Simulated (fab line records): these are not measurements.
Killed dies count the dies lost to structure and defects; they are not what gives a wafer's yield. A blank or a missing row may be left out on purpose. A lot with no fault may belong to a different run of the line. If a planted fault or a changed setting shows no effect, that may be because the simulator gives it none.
fab line records ; flow nand-harc
record lots=6; wafers=18; last-day=33
route steps=1302 shown A_DECK1_JOINT@541 A_ONON_D2@545 END@1302
lots that met no fault: taken from a fault-free run of the same line
start-h: the number of hours between the record's first day and the start of the first shown wafer of the lot ; wait-h: time in hours since the lot's previous step ; " same as the row above ; L1.1+2: one row covering several wafers at once ; - either no value or no given start ; * or withheld: withheld ; < > ~ a bound
route shown NAME@n: a module of which the file shows steps, and the number in the route of the first ; usual: mean/standard deviation of fault-free wafers ; same: alike in all rows ; chamber/n: place in a boat ; sites: readings site by site ; _std_site: the values' standard deviation ; _edge_site: outer sites' mean less inner sites' ; radius-mm: how far each site lies from the wafer's centre ; mask NAME#n: copy n ; behind: the last tool/chamber to shape the wafer ; hold: why the lot went on hold/how many hours it stayed there/how the hold came to an end ; device: which transistor (n, p or np) failed to switch ; end of line: tests of these same wafers at the route's end ; a step given without rows: its recipe and nothing more ; killed: count of dies lost to structure and defects at first sort (not the wafer's yield) ; map: dies across one wafer; x = killed, . = not, _ = none there
set.NAME: the run value of the setting; set.NAME@STEP: its run value at that earlier step ; model.NAME: the simulator's own value behind a step, which no gauge read
lots seen at some steps along the route; tables by step, rows by wafer
services: from which hour (start-h, from the record's first day; less than 0 if before it) a tool's chamber was out of use, for how many hours, and why
## steps
# step NHARC_A_DECK1_JOINT_SRD_15
# step NHARC_A_DECK1_JOINT_DEP_16
# recipe target-thk-a=450; temp-c=400; pressure-torr=6.5; rf-w=900; teos-flow-sccm=161.4; flow-sccm=2650; target-thk-nm=45; gas=O2; material=SiO2
# usual heater-power-w=530/68; rf-fwd-power-W=895.8/2.9; throttle-valve-pct=16.2/0.58
lot.wafer;tool;chamber;start-h;wait-h;heater-power-w;rf-fwd-power-W;throttle-valve-pct
L407.3;pecvd-04;2;350.45;0.1;526;896.9;15.1
L407.1;pecvd-04;1;350.45;0.1;636;896.1;15.3
L407.5;pecvd-04;2;350.45;0.1;516;902.5;15.0
L409.2;pecvd-01;2;372.59;0.1;428;895.0;16.2
L409.3;pecvd-01;0;372.59;0.1;570;894.6;16.7
L409.1;pecvd-01;1;372.59;0.1;585;896.7;16.3
L410.2;pecvd-02;1;386.86;0.1;502;893.4;16.6
L410.1;pecvd-02;0;386.86;0.1;480;893.8;17.0
L410.5;pecvd-02;2;386.86;0.1;515;893.7;15.7
L414.1;pecvd-04;1;433.98;0.1;666;893.8;15.7
L414.2;pecvd-04;2;433.98;0.1;482;898.3;15.5
L414.6;pecvd-04;1;433.98;0.1;667;898.0;15.3
L418.3;pecvd-01;0;476.69;0.1;525;897.4;16.9
L418.4;pecvd-01;0;476.69;0.1;541;898.1;16.9
L418.6;pecvd-01;1;476.69;0.1;561;893.4;16.4
L420.1;pecvd-01;0;510.60;0.3;494;897.4;16.1
L420.2;pecvd-01;1;510.60;0.3;507;891.9;15.9
L420.4;pecvd-01;2;510.60;0.3;468;898.5;15.9
# step NHARC_A_DECK1_JOINT_THK_MEAS_17
# recipe thk-meas-gauge=ellipsometry
# usual thk-nm=45.2/1.3
lot.wafer;tool;chamber;start-h;wait-h;thk-nm
L407.1;film-metro-01;-;350.73;0.2;42.9
L407.3;film-metro-01;-;350.73;0.2;43.6
L407.5;film-metro-01;-;350.73;0.2;43.9
L409.1;film-metro-02;-;372.87;0.2;45.2
L409.2;film-metro-02;-;372.87;0.2;44.2
L409.3;film-metro-02;-;372.87;0.2;45.2
L410.1;film-metro-01;-;387.14;0.2;44.5
L410.2;film-metro-01;-;387.14;0.2;44.8
L410.5;film-metro-01;-;387.14;0.2;49.2
L414.1;film-metro-02;-;434.24;0.2;46.6
L414.2;film-metro-02;-;434.24;0.2;45.2
L414.6;film-metro-02;-;434.24;0.2;44.8
L418.3;film-metro-02;-;476.98;0.3;44.4
L418.4;film-metro-02;-;476.98;0.3;47.1
L418.6;film-metro-02;-;476.98;0.3;46.5
L420.1;film-metro-01;-;510.88;0.3;44.9
L420.2;film-metro-01;-;510.88;0.3;46.3
L420.4;film-metro-01;-;510.88;0.3;44.1
# step NHARC_A_DECK1_JOINT_INSPECT_05
# usual raw-defect-count=321/130
lot.wafer;tool;chamber;start-h;wait-h;raw-defect-count
L407.1;defect-inspect-02;-;350.76;0.0;377
L407.3;defect-inspect-02;-;350.76;0.0;221
L407.5;defect-inspect-02;-;350.76;0.0;372
L409.1;defect-inspect-02;-;372.90;0.0;404
L409.2;defect-inspect-02;-;372.90;0.0;250
L409.3;defect-inspect-02;-;372.90;0.0;348
L410.1;defect-inspect-02;-;387.18;0.0;274
L410.2;defect-inspect-02;-;387.18;0.0;565
L410.5;defect-inspect-02;-;387.18;0.0;364
L414.1;defect-inspect-01;-;434.27;0.0;269
L414.2;defect-inspect-01;-;434.27;0.0;595
L414.6;defect-inspect-01;-;434.27;0.0;632
L418.3;defect-inspect-01;-;477.01;0.0;346
L418.4;defect-inspect-01;-;477.01;0.0;281
L418.6;defect-inspect-01;-;477.01;0.0;341
L420.1;defect-inspect-01;-;510.92;0.0;298
L420.2;defect-inspect-01;-;510.92;0.0;432
L420.4;defect-inspect-01;-;510.92;0.0;392
# step NHARC_A_ONON_D2_DEP_00
# recipe target-thk-a=10000; n2-flow-sccm=2750; n2o-flow-sccm=2000; nh3-flow-sccm=500; sih4-flow-sccm=210; temp-c=400
# step NHARC_A_ONON_D2_THK_MEAS_02
# recipe thk-meas-gauge=ellipsometry
# usual thk-nm=999/10
lot.wafer;tool;chamber;start-h;wait-h;thk-nm
L407.1;film-metro-01;-;351.34;-;1001
L407.3;film-metro-01;-;351.34;-;1001
L407.5;film-metro-01;-;351.34;-;1001
L409.1;film-metro-02;-;373.48;-;992
L409.2;film-metro-02;-;373.48;-;991
L409.3;film-metro-02;-;373.48;-;993
L410.1;film-metro-01;-;387.76;-;998
L410.2;film-metro-01;-;387.76;-;998
L410.5;film-metro-01;-;387.76;-;997
L414.1;film-metro-01;-;434.85;-;988
L414.2;film-metro-01;-;434.85;-;990
L414.6;film-metro-01;-;434.85;-;991
L418.3;film-metro-02;-;477.59;-;991
L418.4;film-metro-02;-;477.59;-;990
L418.6;film-metro-02;-;477.59;-;993
L420.1;film-metro-02;-;511.49;-;1014
L420.2;film-metro-02;-;511.49;-;1015
L420.4;film-metro-02;-;511.49;-;1012
# step NHARC_A_ONON_D2_DEP_03
# recipe target-thk-a=10000; n2-flow-sccm=2750; n2o-flow-sccm=2000; nh3-flow-sccm=500; sih4-flow-sccm=210; temp-c=400
# step NHARC_A_ONON_D2_THK_MEAS_05
# recipe thk-meas-gauge=ellipsometry
# usual thk-nm=998/12
lot.wafer;tool;chamber;start-h;wait-h;thk-nm
L407.1;film-metro-01;-;351.91;-;1001
L407.3;film-metro-01;-;351.91;-;1001
L407.5;film-metro-01;-;351.91;-;1001
L409.1;film-metro-01;-;374.05;-;1008
L409.2;film-metro-01;-;374.05;-;1006
L409.3;film-metro-01;-;374.05;-;1006
L410.1;film-metro-01;-;388.32;-;1021
L410.2;film-metro-01;-;388.32;-;1020
L410.5;film-metro-01;-;388.32;-;1020
L414.1;film-metro-02;-;435.42;-;992
L414.2;film-metro-02;-;435.42;-;994
L414.6;film-metro-02;-;435.42;-;993
L418.3;film-metro-02;-;478.15;-;1001
L418.4;film-metro-02;-;478.15;-;1000
L418.6;film-metro-02;-;478.15;-;1001
L420.1;film-metro-02;-;512.06;-;1001
L420.2;film-metro-02;-;512.06;-;1002
L420.4;film-metro-02;-;512.06;-;1003
# step NHARC_A_ONON_D2_DEP_06
# recipe target-thk-a=10000; n2-flow-sccm=2750; n2o-flow-sccm=2000; nh3-flow-sccm=500; sih4-flow-sccm=210; temp-c=400
# step NHARC_A_ONON_D2_THK_MEAS_08
# recipe thk-meas-gauge=ellipsometry
# usual thk-nm=998/9
lot.wafer;tool;chamber;start-h;wait-h;thk-nm
L407.1;film-metro-02;-;352.47;-;1008
L407.3;film-metro-02;-;352.47;-;1008
L407.5;film-metro-02;-;352.47;-;1006
L409.1;film-metro-01;-;374.62;-;1007
L409.2;film-metro-01;-;374.62;-;1007
L409.3;film-metro-01;-;374.62;-;1007
L410.1;film-metro-02;-;388.88;-;1006
L410.2;film-metro-02;-;388.88;-;1006
L410.5;film-metro-02;-;388.88;-;1004
L414.1;film-metro-02;-;435.98;-;1011
L414.2;film-metro-02;-;435.98;-;1011
L414.6;film-metro-02;-;435.98;-;1012
L418.3;film-metro-02;-;478.72;-;1007
L418.4;film-metro-02;-;478.72;-;1006
L418.6;film-metro-02;-;478.72;-;1006
L420.1;film-metro-01;-;512.64;-;1009
L420.2;film-metro-01;-;512.64;-;1009
L420.4;film-metro-01;-;512.64;-;1008
# step NHARC_A_ONON_D2_DEP_09
# recipe target-thk-a=10000; n2-flow-sccm=2750; n2o-flow-sccm=2000; nh3-flow-sccm=500; sih4-flow-sccm=210; temp-c=400
# step NHARC_A_ONON_D2_THK_MEAS_11
# recipe thk-meas-gauge=ellipsometry
# usual thk-nm=1002/11
lot.wafer;tool;chamber;start-h;wait-h;thk-nm
L407.1;film-metro-02;-;353.04;-;1008
L407.3;film-metro-02;-;353.04;-;1006
L407.5;film-metro-02;-;353.04;-;1009
L409.1;film-metro-01;-;375.18;-;993
L409.2;film-metro-01;-;375.18;-;992
L409.3;film-metro-01;-;375.18;-;993
L410.1;film-metro-02;-;389.45;-;1006
L410.2;film-metro-02;-;389.45;-;1004
L410.5;film-metro-02;-;389.45;-;1005
L414.1;film-metro-01;-;436.55;-;1019
L414.2;film-metro-01;-;436.55;-;1015
L414.6;film-metro-01;-;436.55;-;1019
L418.3;film-metro-01;-;479.29;-;999
L418.4;film-metro-01;-;479.29;-;1001
L418.6;film-metro-01;-;479.29;-;1000
L420.1;film-metro-02;-;513.21;-;1002
L420.2;film-metro-02;-;513.21;-;1004
L420.4;film-metro-02;-;513.21;-;1002
# step NHARC_A_ONON_D2_DEP_12
# recipe target-thk-a=10000; n2-flow-sccm=2750; n2o-flow-sccm=2000; nh3-flow-sccm=500; sih4-flow-sccm=210; temp-c=400
# usual nh3-flow-sccm=500.0/1.4
lot.wafer;tool;chamber;start-h;wait-h;nh3-flow-sccm
L407.1;pecvd-onon-04;0;353.10;0.1;500.8
L407.3;pecvd-onon-04;0;353.10;0.1;498.8
L407.5;pecvd-onon-04;0;353.10;0.1;499.8
L409.1;pecvd-onon-04;0;375.24;0.1;500.5
L409.2;pecvd-onon-04;0;375.24;0.1;500.5
L409.3;pecvd-onon-04;0;375.24;0.1;500.1
L410.1;pecvd-onon-02;0;389.50;0.1;497.7
L410.2;pecvd-onon-02;0;389.50;0.1;498.8
L410.5;pecvd-onon-02;0;389.50;0.1;498.9
L414.1;pecvd-onon-02;0;436.61;0.1;498.9
L414.2;pecvd-onon-02;0;436.61;0.1;498.5
L414.6;pecvd-onon-02;0;436.61;0.1;500.0
L418.3;pecvd-onon-04;0;479.46;0.2;499.7
L418.4;pecvd-onon-04;0;479.46;0.2;498.6
L418.6;pecvd-onon-04;0;479.46;0.2;499.2
L420.1;pecvd-onon-04;0;513.27;0.1;499.6
L420.2;pecvd-onon-04;0;513.27;0.1;498.8
L420.4;pecvd-onon-04;0;513.27;0.1;500.0
# step NHARC_A_ONON_D2_THK_MEAS_14
# recipe thk-meas-gauge=ellipsometry
# usual thk-nm=1000/11
lot.wafer;tool;chamber;start-h;wait-h;thk-nm
L407.1;film-metro-02;-;353.61;-;643
L407.3;film-metro-02;-;353.61;-;645
L407.5;film-metro-02;-;353.61;-;644
L409.1;film-metro-01;-;375.74;-;669
L409.2;film-metro-01;-;375.74;-;667
L409.3;film-metro-01;-;375.74;-;667
L410.1;film-metro-02;-;390.04;-;995
L410.2;film-metro-02;-;390.04;-;995
L410.5;film-metro-02;-;390.04;-;997
L414.1;film-metro-01;-;437.12;-;1002
L414.2;film-metro-01;-;437.12;-;999
L414.6;film-metro-01;-;437.12;-;1002
L418.3;film-metro-01;-;479.85;-;998
L418.4;film-metro-01;-;479.85;-;995
L418.6;film-metro-01;-;479.85;-;996
L420.1;film-metro-02;-;513.78;-;985
L420.2;film-metro-02;-;513.78;-;986
L420.4;film-metro-02;-;513.78;-;985
# step NHARC_A_ONON_D2_ANNEAL_15
# recipe temp-c=750; time-s=3600
# step NHARC_END_SORT_01
# recipe temp-c=25
# usual killed-at-array=57/19; killed-at-other=0.9/1.1; killed-at-periphery=4.0/2.6; killed-dies=62/19; killed-open=3.3/1.8; killed-short=2.4/1.7
# same gross-dies=677
lot.wafer;tool;chamber;start-h;wait-h;killed-at-array;killed-at-other;killed-at-periphery;killed-dies;killed-open;killed-short
L407.1;prober-02;0;635.22;2.5;671;1;5;677;5;3
L407.3;prober-02;0;636.83;3.1;671;0;6;677;4;3
L407.5;prober-02;0;638.44;3.7;675;0;2;677;3;5
L409.1;prober-01;0;658.82;2.5;673;0;4;677;2;1
L409.2;prober-01;0;659.63;2.8;671;1;5;677;1;3
L409.3;prober-01;0;660.43;3.1;675;1;1;677;6;1
# killed by level:class
L407.1 A_ONON_D2:area-dep=593 A_CHANNEL_HOLE_D1:chamber-film-flake=30 A_SLIT:chamber-film-flake=28 A_CHANNEL_HOLE_D2:chamber-film-flake=9 A_CONTACT:chamber-film-flake=3 P_M0:geometric-particle:open=2 A_WL_FILL:geometric-particle:short=2 P_M2:chamber-film-flake=2
L407.3 A_ONON_D2:area-dep=595 A_CHANNEL_HOLE_D1:chamber-film-flake=31 A_SLIT:chamber-film-flake=17 A_CHANNEL_HOLE_D2:chamber-film-flake=15 P_ZERO_WELL:chamber-film-flake=3 A_CONTACT:chamber-film-flake=3 A_ZERO_WELL:chamber-film-flake=2 A_DECK1_JOINT:chamber-film-flake=2
L407.5 A_ONON_D2:area-dep=607 A_CHANNEL_HOLE_D1:chamber-film-flake=32 A_SLIT:chamber-film-flake=14 A_ZERO_WELL:chamber-film-flake=4 A_CHANNEL_HOLE_D2:chamber-film-flake=4 A_CONTACT:chamber-film-flake=3 A_WL_FILL:geometric-particle:short=2 A_CHANNEL_FILL_D1:chamber-film-flake=2
L409.1 A_ONON_D2:area-dep=646 A_STAIRCASE:chamber-film-flake=11 A_CHANNEL_HOLE_D2:chamber-film-flake=5 A_CHANNEL_HOLE_D1:chamber-film-flake=3 A_SLIT:chamber-film-flake=3 P_GATE:chamber-film-flake=2 A_CHANNEL_FILL_D1:chamber-film-flake=2 P_M0:geometric-particle:open=1
L409.2 A_ONON_D2:area-dep=633 A_CHANNEL_HOLE_D2:chamber-film-flake=22 A_CHANNEL_HOLE_D1:chamber-film-flake=4 A_CONTACT:chamber-film-flake=4 P_GATE:chamber-film-flake=3 A_STAIRCASE:chamber-film-flake=3 P_M0:geometric-particle:short=1 A_CHANNEL_FILL_D1:geometric-particle:short=1
L409.3 A_ONON_D2:area-dep=634 A_CHANNEL_HOLE_D2:chamber-film-flake=12 A_STAIRCASE:chamber-film-flake=9 A_CHANNEL_HOLE_D1:chamber-film-flake=5 A_CHANNEL_FILL_D1:geometric-particle:open=3 A_SLIT:chamber-film-flake=3 A_WL_FILL:geometric-particle:open=2 A_ZERO_WELL:chamber-film-flake=2
# map L407.1 (x killed, . not)
____________x____________
_________xxxxxxx_________
_______xxxxxxxxxxx_______
______xxxxxxxxxxxxx______
_____xxxxxxxxxxxxxxx_____
____xxxxxxxxxxxxxxxxx____
____xxxxxxxxxxxxxxxxx____
___xxxxxxxxxxxxxxxxxxx___
___xxxxxxxxxxxxxxxxxxx___
__xxxxxxxxxxxxxxxxxxxxx__
__xxxxxxxxxxxxxxxxxxxxx__
_xxxxxxxxxxxxxxxxxxxxxxx_
_xxxxxxxxxxxxxxxxxxxxxxx_
_xxxxxxxxxxxxxxxxxxxxxxx_
_xxxxxxxxxxxxxxxxxxxxxxx_
_xxxxxxxxxxxxxxxxxxxxxxx_
xxxxxxxxxxxxxxxxxxxxxxxxx
xxxxxxxxxxxxxxxxxxxxxxxxx
xxxxxxxxxxxxxxxxxxxxxxxxx
xxxxxxxxxxxxxxxxxxxxxxxxx
xxxxxxxxxxxxxxxxxxxxxxxxx
_xxxxxxxxxxxxxxxxxxxxxxx_
_xxxxxxxxxxxxxxxxxxxxxxx_
_xxxxxxxxxxxxxxxxxxxxxxx_
_xxxxxxxxxxxxxxxxxxxxxxx_
_xxxxxxxxxxxxxxxxxxxxxxx_
__xxxxxxxxxxxxxxxxxxxxx__
__xxxxxxxxxxxxxxxxxxxxx__
___xxxxxxxxxxxxxxxxxxx___
___xxxxxxxxxxxxxxxxxxx___
____xxxxxxxxxxxxxxxxx____
____xxxxxxxxxxxxxxxxx____
_____xxxxxxxxxxxxxxx_____
______xxxxxxxxxxxxx______
_______xxxxxxxxxxx_______
_________xxxxxxx_________
____________x____________
# map L409.1 (x killed, . not)
____________x____________
_________xxxxxxx_________
_______xxxxxxxxxxx_______
______xxxxxxxxxxxxx______
_____xxxxxxxxxxxxxxx_____
____xxxxxxxxxxxxxxxxx____
____xxxxxxxxxxxxxxxxx____
___xxxxxxxxxxxxxxxxxxx___
___xxxxxxxxxxxxxxxxxxx___
__xxxxxxxxxxxxxxxxxxxxx__
__xxxxxxxxxxxxxxxxxxxxx__
_xxxxxxxxxxxxxxxxxxxxxxx_
_xxxxxxxxxxxxxxxxxxxxxxx_
_xxxxxxxxxxxxxxxxxxxxxxx_
_xxxxxxxxxxxxxxxxxxxxxxx_
_xxxxxxxxxxxxxxxxxxxxxxx_
xxxxxxxxxxxxxxxxxxxxxxxxx
xxxxxxxxxxxxxxxxxxxxxxxxx
xxxxxxxxxxxxxxxxxxxxxxxxx
xxxxxxxxxxxxxxxxxxxxxxxxx
xxxxxxxxxxxxxxxxxxxxxxxxx
_xxxxxxxxxxxxxxxxxxxxxxx_
_xxxxxxxxxxxxxxxxxxxxxxx_
_xxxxxxxxxxxxxxxxxxxxxxx_
_xxxxxxxxxxxxxxxxxxxxxxx_
_xxxxxxxxxxxxxxxxxxxxxxx_
__xxxxxxxxxxxxxxxxxxxxx__
__xxxxxxxxxxxxxxxxxxxxx__
___xxxxxxxxxxxxxxxxxxx___
___xxxxxxxxxxxxxxxxxxx___
____xxxxxxxxxxxxxxxxx____
____xxxxxxxxxxxxxxxxx____
_____xxxxxxxxxxxxxxx_____
______xxxxxxxxxxxxx______
_______xxxxxxxxxxx_______
_________xxxxxxx_________
____________x____________
## services
tool;chamber;start-h;hours;kind
pecvd-02;-;344.90;0.6;repair
pecvd-01;0;354.38;8.9;repair
pecvd-onon-02;-;366.00;13.0;pm
pecvd-02;-;408.47;13.0;pm
pecvd-02;0;408.47;13.0;vent-cycle
pecvd-01;-;411.66;1.0;repair
pecvd-01;-;447.53;0.7;repair
pecvd-04;2;448.38;2.3;repair
pecvd-04;-;455.18;13.0;pm
pecvd-04;0;455.18;13.0;vent-cycle
pecvd-04;1;455.18;13.0;vent-cycle
pecvd-04;2;455.18;13.0;vent-cycle
pecvd-04;0;468.18;-;clean
pecvd-04;1;468.18;-;clean
pecvd-04;2;468.18;-;clean
pecvd-02;-;470.43;0.4;repair
pecvd-01;-;492.00;13.0;pm
pecvd-01;0;492.00;13.0;vent-cycle
pecvd-01;1;492.00;13.0;vent-cycle
pecvd-01;2;492.00;13.0;vent-cycle
pecvd-onon-04;-;492.62;13.0;pm
pecvd-01;0;505.00;-;clean
pecvd-01;1;505.00;-;clean
pecvd-01;2;505.00;-;clean
## key
first-sign step=NHARC_A_ONON_D2_THK_MEAS_14; reading=thk-nm; direction=down; sigmas=33; usual=1000; struck=656
effect step=NHARC_END_SORT_01; reading=killed-dies; direction=up; sigmas=33; usual=62; struck=677
more-kills-born-at NHARC_A_ONON_D2_DEP_12@pecvd-onon-04=3708
met-at NHARC_A_ONON_D2_DEP_12
struck-wafers L407.1,L407.3,L407.5,L409.1,L409.2,L409.3
later-rows-left-out L407.1,L407.3,L407.5,L409.1,L409.2,L409.3
tester-left-out L407,L409
fault kind=process-parameter-drift; tool=pecvd-onon-04; chamber=0; onset-h=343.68; steps=NHARC_A_ONON_D2_DEP_12; channel=target-thk-a; offset=*; shape=step; end-h=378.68; acts-in=*; stated=*
# tester-left-out: of these lots the tester's yield and bins aren't shown, on N5 and GAA mostly nor the transistor test; their killed dies are dies lost to structure and defects alone, not to doping, threshold or leakage, so they don't give the yield
# later-rows-left-out: the simulator's readings of these wafers behind a module that went badly wrong aren't trusted and aren't shown, but for the sort
